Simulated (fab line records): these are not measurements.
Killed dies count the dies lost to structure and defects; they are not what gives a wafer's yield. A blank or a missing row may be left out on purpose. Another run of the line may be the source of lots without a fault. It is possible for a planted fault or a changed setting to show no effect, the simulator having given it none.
Split-lot trial	flow n5Finfet	21 wafers read across 7 lots, on a route 1938 steps long

## THE SPLIT
At N5_FIN_SAQP_EXPOSE_13 (exposes mask FIN CORE, target cd 35.6 nm), the setting doseMj was moved away from the recipe's 63.25 on 8 of the 21 wafers read, by -7.1% to +5.5%. This setting was run at the recipe's value on the other wafers.

## FROM THE SPLIT TO THE READING: what the file shows between them, 2 steps
- N5_FIN_SAQP_PEB_14: peb time 60 s
- N5_FIN_SAQP_DEVELOP_15: develop time 30 s

## THE READING
cdNm, in nm, at N5_FIN_SAQP_CD_MEAS_16 (target cd 35.6 nm). A value of 35.55 nm with a standard deviation of 0.27 nm is what fault-free wafers of this fab line usually give.

wafer	tool, chamber at the split	doseMj as run	against the recipe	cdNm, nm	against lot-mates on the recipe
L074.2	arfiScanner-01, 0	63.25	recipe	35.69	-
L074.3	arfiScanner-01, 0	63.25	recipe	35.08	-
L074.4	arfiScanner-01, 0	63.25	recipe	35.65	-
L077.3	arfiScanner-03, 0	63.25	recipe	35.40	-
L077.4	arfiScanner-03, 0	63.25	recipe	35.54	-
L077.6	arfiScanner-03, 0	63.25	recipe	35.54	-
L080.1	arfiScanner-02, 0	58.75	-7.1%	37.74	+2.62
L080.3	arfiScanner-02, 0	63.25	recipe	35.12	-
L080.5	arfiScanner-02, 0	58.75	-7.1%	37.51	+2.39
L082.1	arfiScanner-01, 0	63.25	recipe	35.89	-
L082.2	arfiScanner-01, 0	65.7	+3.9%	34.41	-1.48
L082.3	arfiScanner-01, 0	65.7	+3.9%	34.89	-1.00
L087.2	arfiScanner-02, 0	66.73	+5.5%	33.86	-1.64
L087.5	arfiScanner-02, 0	63.25	recipe	35.27	-
L087.6	arfiScanner-02, 0	63.25	recipe	35.73	-
L095.2	arfiScanner-03, 0	59.14	-6.5%	37.00	+1.30
L095.4	arfiScanner-03, 0	63.25	recipe	35.55	-
L095.5	arfiScanner-03, 0	63.25	recipe	35.86	-
L096.2	arfiScanner-01, 0	59.79	-5.5%	37.01	+1.13
L096.4	arfiScanner-01, 0	63.25	recipe	35.88	-
L096.6	arfiScanner-01, 0	59.79	-5.5%	37.25	+1.37

FIT RESULTS
A straight line over all 21 wafers: cdNm changes by -0.274 nm for each +1% of doseMj; r = -0.97; the points scatter about the line by 0.26 nm.
The same after taking each lot's own level away (the mean of its wafers on the recipe; 21 wafers): -0.292 nm for each +1%; r = -0.97; scatter 0.28 nm.
Per that fit: largest doseMj move, reading shift of 2.1 nm.
From 35.120 to 35.890 nm: that is the span of the lots' own levels, equal to 2.9 times the standard deviation above.
The two slopes are in agreement: the lot-to-lot level therefore moves the slope only a little.
Check: with one of the wafers moved furthest among these (-7.1%) left out of the fit, the line predicts +1.9 nm for it against its lot-mates. Against them it came out at +2.62 nm.

## OTHER SPLITS ON THESE WAFERS
These wafers also went through other splits before the reading. Each is held against what the fit with the lots' levels taken away leaves over:
other split on the same wafers	wafers away from the commonest value	r with cdNm (lot level and that fit taken away)
N5_WELL_APT_PEB_06 pebTimeS	6	+0.28
N5_WELL_APT_DEVELOP_07 developTimeS	6	+0.15
N5_WELL_APT_COAT_19 spinRpm	6	-0.14
N5_WELL_APT_PEB_23 pebTempC	5	+0.29
N5_FIN_SAQP_PECVD_06 timeS	9	+0.13

## FILE'S OWN FIT
cdNm changes by -0.279 nm for each +1% of doseMj, r = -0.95.
